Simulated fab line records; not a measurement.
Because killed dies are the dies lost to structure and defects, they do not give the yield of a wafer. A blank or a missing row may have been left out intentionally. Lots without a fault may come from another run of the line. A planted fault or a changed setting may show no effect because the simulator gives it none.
fab line records + flow n5Finfet
[record]
- lots = 11
- wafers = 33
- lastDay = 19
route steps=1938 shown BEOL_M5@1113
lots that met no fault: from a run of the same line without faults
startH: the number of hours between the record's first day and the start of the first shown wafer of the lot + waitH: hours from the lot's prior step to this one + " identical to the entry in the row above + L1.1+2: one row covering several wafers at once + - no value, or no start given + * or withheld: withheld + < > ~ a bound
route shown NAME@n: NAME is a module with steps in the file, n the number in the route of the first one + usual: average and standard deviation across the fault-free wafers + same: alike in all rows + chamber/n: place in a boat + sites: the reading at each site + _std_site: the values' standard deviation + _edge_site: mean of outer sites minus mean of inner sites + radiusMm: for every site, how far away it sits from the centre of the wafer + mask NAME#n: copy n + behind: the tool/chamber that last shaped the wafer + hold: what put the lot on hold/how long, in hours/how the hold closed + device: which transistor (n, p or np) failed to switch + end of line: the tests these same wafers got at the end of their route + where a step has no rows: the recipe by itself + killed: at the first sort, the dies lost to defects and structure; wafer yield is something else + map: a wafer's dies, x killed, . not, _ none there
set.NAME: the run value of the setting; set.NAME@STEP: its run value at that earlier step + model.NAME: the simulator's own value behind a step, which no gauge read
a sample of lots followed through the steps of the route, with each step as a table and each wafer as a row
services: a tool's chamber out of use, with start hour (startH, from the record's first day; less than 0 if before it), hours out, and reason
[[steps]]
[step N5_BEOL_M5_CURE_79]
[recipe]
- tempC = 385
- timeS = 240
- ambient = He/Ar
- material = SiCOH_lowk
[usual]
- lampPowerPct = 52.32/0.055
- wafer_temp_C_max = 387.3/0.67
| lot.wafer | tool      | chamber | startH | waitH | lampPowerPct | wafer_temp_C_max |
|-----------|-----------|---------|--------|-------|--------------|------------------|
| L152.2    | uvCure-01 | 2       | 222.87 | 0.1   | 52.30        | 387.8            |
| L152.3    | "         | 2       | "      | "     | 52.26        | 387.5            |
| L152.5    | "         | 2       | "      | "     | 52.32        | 387.7            |
| L150.1    | uvCure-03 | 2       | 223.03 | 0.0   | 52.32        | 387.6            |
| L150.2    | "         | 2       | "      | "     | 52.20        | 387.5            |
| L150.5    | "         | 2       | "      | "     | 52.32        | 387.7            |
| L161.1    | uvCure-03 | 0       | 276.03 | 0.0   | 52.38        | 386.8            |
| L161.2    | "         | 0       | "      | "     | 52.36        | 387.1            |
| L161.5    | "         | 0       | "      | "     | 52.26        | 386.7            |
| L162.2    | uvCure-01 | 2       | 279.20 | 0.2   | 52.33        | 388.6            |
| L162.3    | "         | 2       | "      | "     | 52.35        | 387.6            |
| L162.5    | "         | 2       | "      | "     | 52.22        | 388.4            |
| L163.2    | uvCure-01 | 2       | 281.52 | 0.4   | 52.23        | 388.1            |
| L163.3    | "         | 2       | "      | "     | 52.37        | 388.2            |
| L163.4    | "         | 2       | "      | "     | 52.30        | 388.1            |
| L164.1    | uvCure-03 | 2       | 290.86 | 0.3   | 52.31        | 387.9            |
| L164.3    | "         | 2       | "      | "     | 52.39        | 387.8            |
| L164.6    | "         | 2       | "      | "     | 52.35        | 387.9            |
| L167.2    | uvCure-03 | 2       | 312.06 | 0.1   | 52.34        | 387.2            |
| L167.4    | "         | 2       | "      | "     | 52.28        | 387.6            |
| L167.6    | "         | 2       | "      | "     | 52.33        | 387.8            |
| L168.2    | uvCure-03 | 0       | 316.43 | 0.1   | 52.33        | 386.7            |
| L168.5    | "         | 0       | "      | "     | 52.29        | 387.6            |
| L168.6    | "         | 0       | "      | "     | 52.24        | 386.9            |
| L169.2    | uvCure-01 | 1       | 318.67 | 0.2   | 52.39        | 387.7            |
| L169.5    | "         | 1       | "      | "     | 52.39        | 388.5            |
| L169.6    | "         | 1       | "      | "     | 52.32        | 387.2            |
| L170.1    | uvCure-01 | 0       | 328.72 | 0.0   | 52.27        | 386.6            |
| L170.3    | "         | 0       | "      | "     | 52.26        | 386.7            |
| L170.4    | "         | 0       | "      | "     | 52.31        | 386.6            |
| L171.2    | uvCure-02 | 0       | 343.28 | 0.1   | 52.36        | 386.9            |
| L171.3    | "         | 0       | "      | "     | 52.32        | 386.9            |
| L171.5    | "         | 0       | "      | "     | 52.27        | 387.1            |
[step N5_BEOL_M5_HM_DEP_02]
[recipe]
- material = TiN
- targetThkA = 200
- tempC = 25
- chamberPressurePa = 0.49996
[usual]
- throttleValvePct = 30.2/0.91
| lot.wafer | tool          | chamber | startH | waitH | throttleValvePct |
|-----------|---------------|---------|--------|-------|------------------|
| L152.2    | pvdSputter-02 | -       | 224.66 | 1.3   | 30.2             |
| L152.3    | "             | -       | "      | "     | 29.1             |
| L152.5    | "             | -       | "      | "     | 29.1             |
| L150.1    | pvdSputter-03 | -       | 224.85 | 1.3   | 32.4             |
| L150.2    | "             | -       | "      | "     | 29.2             |
| L150.5    | "             | -       | "      | "     | 29.9             |
| L161.1    | pvdSputter-02 | -       | 277.16 | 0.1   | 29.2             |
| L161.2    | "             | -       | "      | "     | 29.7             |
| L161.5    | "             | -       | "      | "     | 30.0             |
| L162.2    | pvdSputter-01 | -       | 280.92 | 0.8   | 30.4             |
| L162.3    | "             | -       | "      | "     | 30.0             |
| L162.5    | "             | -       | "      | "     | 30.0             |
| L163.2    | pvdSputter-02 | -       | 285.62 | 3.2   | 30.0             |
| L163.3    | "             | -       | "      | "     | 30.3             |
| L163.4    | "             | -       | "      | "     | 28.9             |
| L164.1    | pvdSputter-02 | -       | 292.18 | 0.8   | 29.9             |
| L164.3    | "             | -       | "      | "     | 28.9             |
| L164.6    | "             | -       | "      | "     | 29.9             |
| L167.2    | pvdSputter-02 | -       | 313.01 | 0.5   | 30.2             |
| L167.4    | "             | -       | "      | "     | 30.1             |
| L167.6    | "             | -       | "      | "     | 28.8             |
| L168.2    | pvdSputter-03 | -       | 316.97 | 0.1   | 32.5             |
| L168.5    | "             | -       | "      | "     | 29.7             |
| L168.6    | "             | -       | "      | "     | 31.8             |
| L169.2    | pvdSputter-01 | -       | 320.35 | 0.8   | 30.5             |
| L169.5    | "             | -       | "      | "     | 30.3             |
| L169.6    | "             | -       | "      | "     | 30.6             |
| L170.1    | pvdSputter-02 | -       | 331.66 | 1.9   | 29.5             |
| L170.3    | "             | -       | "      | "     | 30.2             |
| L170.4    | "             | -       | "      | "     | 30.1             |
| L171.2    | pvdSputter-03 | -       | 344.50 | 0.7   | 32.4             |
| L171.3    | "             | -       | "      | "     | 31.7             |
| L171.5    | "             | -       | "      | "     | 31.6             |
[step N5_BEOL_M5_OVL_MEAS_12]
[recipe]
- pointsPerWafer = 522
[usual]
- M5_OVL = -0.3/0.7
| lot.wafer | tool       | chamber | startH | waitH | M5_OVL[nm] |
|-----------|------------|---------|--------|-------|------------|
| L152.2    | overlay-01 | 0       | 225.09 | 0.0   | -0.3       |
| L152.3    | "          | 0       | "      | "     | -0.4       |
| L152.5    | "          | 0       | "      | "     | 0.5        |
| L150.1    | overlay-02 | 0       | 225.27 | 0.0   | 0.1        |
| L150.2    | "          | 0       | "      | "     | 0.4        |
| L150.5    | "          | 0       | "      | "     | -1.7       |
| L161.1    | overlay-02 | 0       | 277.71 | 0.0   | -0.5       |
| L161.2    | "          | 0       | "      | "     | 0.3        |
| L161.5    | "          | 0       | "      | "     | -0.1       |
| L162.2    | overlay-02 | 0       | 281.35 | 0.0   | -1.2       |
| L162.3    | "          | 0       | "      | "     | -0.8       |
| L162.5    | "          | 0       | "      | "     | -0.6       |
| L163.2    | overlay-01 | 0       | 286.24 | 0.1   | -0.6       |
| L163.3    | "          | 0       | "      | "     | -0.1       |
| L163.4    | "          | 0       | "      | "     | -0.7       |
| L164.1    | overlay-01 | 0       | 292.73 | 0.0   | 0.3        |
| L164.3    | "          | 0       | "      | "     | -0.7       |
| L164.6    | "          | 0       | "      | "     | 0.9        |
| L167.2    | overlay-01 | 0       | 313.43 | 0.0   | -1.3       |
| L167.4    | "          | 0       | "      | "     | -0.7       |
| L167.6    | "          | 0       | "      | "     | -0.7       |
| L168.2    | overlay-01 | 0       | 317.41 | 0.0   | -1.0       |
| L168.5    | "          | 0       | "      | "     | -0.4       |
| L168.6    | "          | 0       | "      | "     | -1.3       |
| L169.2    | overlay-01 | 0       | 320.78 | 0.0   | -0.7       |
| L169.5    | "          | 0       | "      | "     | -0.5       |
| L169.6    | "          | 0       | "      | "     | -0.4       |
| L170.1    | overlay-01 | 0       | 332.08 | 0.0   | -1.1       |
| L170.3    | "          | 0       | "      | "     | -1.8       |
| L170.4    | "          | 0       | "      | "     | -1.6       |
| L171.2    | overlay-01 | 0       | 345.05 | 0.0   | 0.0        |
| L171.3    | "          | 0       | "      | "     | -0.3       |
| L171.5    | "          | 0       | "      | "     | 1.1        |
[step N5_BEOL_M5_STRIP_64]
[recipe]
- chemistry = CF4
- resist = SiARC
- powerW = 300
- biasPowerW = 75
- pressureMtorr = 50
- cf4FlowSccm = 150
- rfFrequencyHz = 6e+07
[usual]
- biasPowerW = 74.98/0.22
- cf4FlowSccm = 150.0/0.44
- chamberPressureMTorr = 50.00/0.046
- drypumpMotorCurrentA = 5.7/0.67
- oesProductAu = 0.79/0.064
- rfVppV = 271.0/1.4
- showerheadPlenumPTorr = 1.79/0.05
- throttleValvePct = 13.53/0.21
| lot.wafer | tool       | chamber | startH | waitH | biasPowerW | cf4FlowSccm | chamberPressureMTorr | drypumpMotorCurrentA | oesProductAu | rfHoursCounterH | rfVppV | showerheadPlenumPTorr | throttleValvePct |
|-----------|------------|---------|--------|-------|------------|-------------|----------------------|----------------------|--------------|-----------------|--------|-----------------------|------------------|
| L152.2    | rieDiel-06 | 3       | 225.71 | 0.0   | -          | -           | -                    | -                    | -            | -               | -      | -                     | -                |
| L152.3    | "          | 0       | "      | "     | -          | -           | -                    | -                    | -            | -               | -      | -                     | -                |
| L152.5    | "          | 2       | "      | "     | -          | -           | -                    | -                    | -            | -               | -      | -                     | -                |
| L150.1    | rieDiel-06 | 0       | 225.98 | 0.0   | -          | -           | -                    | -                    | -            | -               | -      | -                     | -                |
| L150.2    | "          | 1       | "      | "     | -          | -           | -                    | -                    | -            | -               | -      | -                     | -                |
| L150.5    | "          | 3       | "      | "     | -          | -           | -                    | -                    | -            | -               | -      | -                     | -                |
| L161.1    | rieDiel-04 | 2       | 278.04 | 0.0   | 74.58      | 150.2       | 49.94                | 6.2                  | 0.75         | 158             | 269.5  | 1.73                  | 13.80            |
| L161.2    | "          | 1       | "      | "     | 74.79      | 149.8       | 49.93                | 5.9                  | 0.73         | 174             | 273.2  | 1.86                  | 13.72            |
| L161.5    | "          | 0       | "      | "     | 75.02      | 149.8       | 50.02                | 5.3                  | 0.88         | -               | 273.4  | 1.89                  | 13.34            |
| L162.2    | rieDiel-01 | 1       | 281.72 | 0.0   | 74.56      | 150.2       | 50.10                | 6.8                  | 0.77         | 113             | 272.1  | 1.80                  | 13.50            |
| L162.3    | "          | 0       | "      | "     | 74.98      | 150.2       | 50.10                | 5.4                  | 0.80         | 103             | 272.3  | 1.81                  | 13.47            |
| L162.5    | "          | 0       | "      | "     | 75.02      | 149.7       | 49.96                | 5.5                  | 0.79         | -               | 271.6  | 1.81                  | 13.49            |
| L163.2    | rieDiel-01 | 2       | 286.58 | 0.0   | 75.47      | 149.8       | 49.98                | 4.9                  | 0.73         | 176             | 270.2  | 1.72                  | 13.69            |
| L163.3    | "          | 3       | "      | "     | 75.24      | 150.3       | 50.05                | 5.4                  | 0.85         | 34              | 271.5  | 1.76                  | 13.22            |
| L163.4    | "          | 1       | "      | "     | 74.77      | 149.9       | 50.05                | 6.8                  | 0.77         | 113             | 270.5  | 1.80                  | 13.50            |
| L164.1    | rieDiel-01 | 2       | 293.03 | 0.0   | 75.13      | 150.3       | 50.06                | 4.9                  | 0.73         | 177             | 268.2  | 1.72                  | 13.66            |
| L164.3    | "          | 3       | "      | "     | 74.60      | 149.9       | 50.02                | 5.4                  | 0.84         | 36              | 270.9  | 1.76                  | 13.21            |
| L164.6    | "          | 1       | "      | "     | 75.15      | 149.7       | 49.92                | 6.8                  | 0.78         | -               | 271.1  | 1.80                  | 13.49            |
| L167.2    | rieDiel-01 | 1       | 313.73 | 0.0   | 74.84      | 149.6       | 50.01                | 6.8                  | 0.77         | 122             | 272.4  | 1.80                  | 13.52            |
| L167.4    | "          | 0       | "      | "     | 75.02      | 149.7       | 50.06                | 5.4                  | 0.78         | 112             | 271.2  | 1.81                  | 13.51            |
| L167.6    | "          | 0       | "      | "     | 74.88      | 149.6       | 50.03                | 5.4                  | 0.78         | -               | 272.1  | 1.81                  | 13.50            |
| L168.2    | rieDiel-06 | 0       | 317.70 | 0.0   | 74.80      | 150.0       | 49.97                | 6.2                  | 0.83         | 69              | 273.2  | 1.82                  | 13.37            |
| L168.5    | "          | 2       | "      | "     | 75.05      | 150.1       | 49.99                | 6.6                  | 0.85         | -               | 273.7  | 1.82                  | 13.54            |
| L168.6    | "          | 1       | "      | "     | 75.26      | 149.4       | 50.00                | 4.9                  | 0.71         | -               | 270.5  | 1.77                  | 13.74            |
| L169.2    | rieDiel-01 | 0       | 321.14 | 0.0   | 75.30      | 151.6       | 49.99                | 5.4                  | 0.79         | 115             | 272.2  | 1.81                  | 13.52            |
| L169.5    | "          | 0       | "      | "     | 75.15      | 150.8       | 50.05                | 5.4                  | 0.78         | -               | 268.5  | 1.81                  | 13.50            |
| L169.6    | "          | 3       | "      | "     | 75.03      | 150.2       | 50.08                | 5.4                  | 0.84         | -               | 269.5  | 1.76                  | 13.23            |
| L170.1    | rieDiel-04 | 0       | 332.38 | 0.0   | 75.09      | 149.8       | 49.96                | 5.4                  | 0.86         | 58              | 274.4  | 1.89                  | 13.37            |
| L170.3    | "          | 1       | "      | "     | 74.60      | 149.9       | 50.01                | 5.9                  | 0.73         | 190             | 271.0  | 1.85                  | 13.76            |
| L170.4    | "          | 2       | "      | "     | 75.10      | 150.2       | 50.02                | 6.2                  | 0.72         | 174             | 268.9  | 1.73                  | 13.83            |
| L171.2    | rieDiel-06 | 0       | 345.35 | 0.0   | 74.77      | 149.0       | 49.94                | 6.3                  | 0.81         | 79              | 272.3  | 1.82                  | 13.38            |
| L171.3    | "          | 2       | "      | "     | 75.18      | 149.9       | 50.00                | 6.6                  | 0.84         | 58              | 271.5  | 1.82                  | 13.59            |
| L171.5    | "          | 2       | "      | "     | 75.03      | 150.1       | 49.97                | 6.6                  | 0.83         | -               | 271.6  | 1.82                  | 13.58            |
[[services]]
| tool          | chamber | startH | hours | kind                         |
|---------------|---------|--------|-------|------------------------------|
| rieDiel-06    | -       | 213.84 | 2.8   | pm                           |
| uvCure-01     | -       | 220.60 | 2.1   | pm                           |
| rieDiel-04    | -       | 228.29 | 14.6  | pm                           |
| rieDiel-01    | 2       | 247.70 | 9.1   | repair                       |
| rieDiel-04    | 2       | 255.92 | 2.1   | repair                       |
| rieDiel-01    | 3       | 261.33 | 9.2   | repair                       |
| pvdSputter-01 | -       | 283.92 | 0.7   | repair                       |
| uvCure-02     | -       | 291.28 | 1.2   | repair                       |
| rieDiel-01    | -       | 326.60 | 0.4   | repair                       |
| uvCure-03     | -       | 331.52 | 1.0   | pm                           |
| rieDiel-06    | 3       | 333.41 | 3.6   | repair                       |
| rieDiel-06    | 3       | 337.04 | -     | clean                        |
| rieDiel-06    | 3       | 337.04 | -     | consumableReplace:focusRing  |
| rieDiel-06    | 3       | 337.04 | -     | consumableReplace:showerhead |
| rieDiel-06    | 3       | 337.04 | 15.9  | scheduledDown                |
| rieDiel-06    | 3       | 337.04 | 15.9  | ventCycle                    |
| rieDiel-01    | -       | 344.99 | 2.8   | pm                           |
| uvCure-03     | -       | 345.35 | 7.5   | pm                           |
[[key]]
[firstSign]
- step = N5_BEOL_M5_STRIP_64
- reading = toolRecord
- direction = missing
effect none on later readings
metAt N5_BEOL_M5_STRIP_64
struckLots L150,L152
notActingAt N5_BEOL_M5_CURE_79,N5_BEOL_M5_HM_DEP_02,N5_BEOL_M5_OVL_MEAS_12
[fault]
- kind = skippedStepWhole
- tool = rieDiel-06
- chamber = -
- onsetH = 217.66
- steps = N5_BEOL_M5_STRIP_64
- scope = struckLotsOnly
